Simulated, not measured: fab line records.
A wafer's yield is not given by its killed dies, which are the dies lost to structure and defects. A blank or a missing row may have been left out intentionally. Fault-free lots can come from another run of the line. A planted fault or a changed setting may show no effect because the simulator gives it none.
A struck lot beside a sound one    flow n5Finfet    37 steps out of a route of 1938
Sound: the wafers L834.3, L834.5, L834.6. Struck: wafer L836.6; the same lot's L836.3 was not struck, so it is left out; see the end for the cause.
Order at every step that has rows: each side's tool, ch and its chambers, its first start. Under that, the readings that differ: sound wafers    struck wafers    difference of the means    sigmas: that difference in standard deviations of wafers without a fault.
alike: readings whose means differ by less than 2 such deviations, and words and numbers that are the same on both sides. not compared: withheld readings, readings that some wafer has no value for, bounds like >300 that may hide the same value, and numbers for which the record gives no deviation and whose values overlap.
Wherever a step has rows on one side only, a row that says differs or no value, or a row with sigmas, the two part there. Non-overlapping numbers with no deviation appear without sigmas and do not part them. A reading that every wafer of one side lacks parts them only if that side has two wafers or more.

first, 9 steps without rows for these wafers: N5_BEOL_M12_PRE_CLEAN_42 (time 30 s); N5_BEOL_M12_SPUTTER_43 (material TaN, target thk 15 nm, time 24.19 s); N5_BEOL_M12_SPUTTER_44 (material Ta, target thk 10 nm, time 16.13 s); N5_BEOL_M12_SPUTTER_45 (material Cu, target thk 80 nm, time 13.33 s); N5_BEOL_M12_ECD_47 (material Cu, target thk 720 nm); N5_BEOL_M12_ANNEAL_48 (time 90 s); N5_BEOL_M12_CMP_49 (polishes, stops on SiOC, t overpolish 20.6 s, target thk 320 nm); N5_BEOL_M12_PRE_CLEAN_52 (time 15 s); N5_BEOL_M12_DEP_53 (deposits SiCN from 3MS/NH3, target thk 30 nm, time 10.5 s).
N5_BEOL_M13_ILD_DEP_00: deposits SiOC from DEMS/O2, target thk 837.92 nm, time 166.4 s.
  sound on pecvd-04 ch 1,2, day 15 19:06; struck on pecvd-04 ch 2, day 17 03:53
reading                                       sound              struck  difference  sigmas
runLengthS (s)                                210.9 211.0 211.8  238.6   +27.4       +58
model.SiOC_of_BEOL_M13_ILD_DEP_00.thkNm (nm)  823.6 850.2 843.4  971     +132        
  alike: heaterPowerW, showerheadPlenumPTorr, throttleValvePct
N5_BEOL_M13_THK_MEAS_01:
  sound on filmMetro-02, day 15 19:15; struck on filmMetro-01, day 17 04:02
reading           sound        struck  difference  sigmas
M13_ILD_THK (nm)  823 851 843  971     +132        +12
then, 10 steps without rows for these wafers: N5_BEOL_M13_COAT_58 (time 60 s, resist thk 89 nm); N5_BEOL_M13_COAT_04 (resist thk 400 nm); N5_BEOL_M13_EBR_06; N5_BEOL_M13_SOFTBAKE_05 (time 60 s); N5_BEOL_M13_EXPOSE_07 (exposes mask V12); N5_BEOL_M13_PEB_08 (peb time 90 s); N5_BEOL_M13_DEVELOP_09 (develop time 45 s); N5_BEOL_M13_HARDBAKE_14 (time 120 s); N5_BEOL_M13_DESCUM_15 (chemistry O2, time 7.9 s); N5_BEOL_M13_ETCH_59 (etches BARC in N2/H2, target depth 89 nm, overetch 26.7 nm, time 67.9 s).
N5_BEOL_M13_VIA_ETCH_16: etches SiOC in C4F8/O2/Ar, target depth 921.7 nm.
  sound on rieDiel-05 ch 1,2, day 15 19:51; struck on rieDiel-05 ch 0, day 17 04:32
reading                                    sound              struck  difference  sigmas
model.etch.depthNm (nm)                    823.6 850.2 843.3  971     +132        
model.coat_of_BEOL_M13_COAT_04.thkNm (nm)  76 70 71           32.4    -39.9       
  alike: drypumpMotorCurrentA, oesProductAu, rfVppV, showerheadPlenumPTorr, throttleValvePct
N5_BEOL_M13_STRIP_63: strips in N2/H2.
  sound on plasmaAsher-02 ch 0,1, day 15 20:07; struck on plasmaAsher-01 ch 1, day 17 04:47
reading                   sound              struck  difference  sigmas
oesProductAu (a.u.)       0.675 0.670 0.676  0.647   -0.027      -5
stripTimeToEndpointS (s)  29.4 27.7 28.0     15.9    -12.5       -11
  alike: drypumpMotorCurrentA, heaterPowerW
  not compared: rfHoursCounterH
then, 12 steps without rows for these wafers: N5_BEOL_M13_STRIP_64 (strips in N2/H2); N5_BEOL_M13_STRIP_71 (strips in post etch residue remover, time 60 s); N5_BEOL_M13_SRD_72 (time 30 s, dry time 30 s); N5_BEOL_M13_COAT_65 (time 60 s, resist thk 350 nm); N5_BEOL_M13_COAT_66 (time 60 s, resist thk 110 nm); N5_BEOL_M13_COAT_22 (resist thk 300 nm); N5_BEOL_M13_EBR_24; N5_BEOL_M13_SOFTBAKE_23 (time 60 s); N5_BEOL_M13_EXPOSE_25 (exposes mask M13, target cd 210 nm); N5_BEOL_M13_PEB_26 (peb time 90 s); N5_BEOL_M13_DEVELOP_27 (develop time 45 s); N5_BEOL_M13_HARDBAKE_32 (time 120 s).
N5_BEOL_M13_CMP_49: polishes, stops on SiOC, t overpolish 17.1 s, target thk 420 nm.
  sound on cmp-03 ch 0,2,3, day 16 03:13; struck on cmp-04 ch 3, day 17 10:18
reading                                       sound            struck  difference  sigmas
model.SiOC_of_BEOL_M13_ILD_DEP_00.thkNm (nm)  765.8 794 785.6  913.4   +131.6      
  alike: headPressurePsi, motorCurrentA
N5_PASSIVATION_PROBE_49:
  rows exist in the record for the sound wafers here (prober-01, day 17 08:19), none for the struck ones

## WHERE THEY PART
Earliest at N5_BEOL_M13_ILD_DEP_00; latest, in this record, at N5_PASSIVATION_PROBE_49.

WHY: whatever the simulator had introduced
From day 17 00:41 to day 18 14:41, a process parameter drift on pecvd-04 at N5_BEOL_M13_ILD_DEP_00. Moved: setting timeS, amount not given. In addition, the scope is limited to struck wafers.
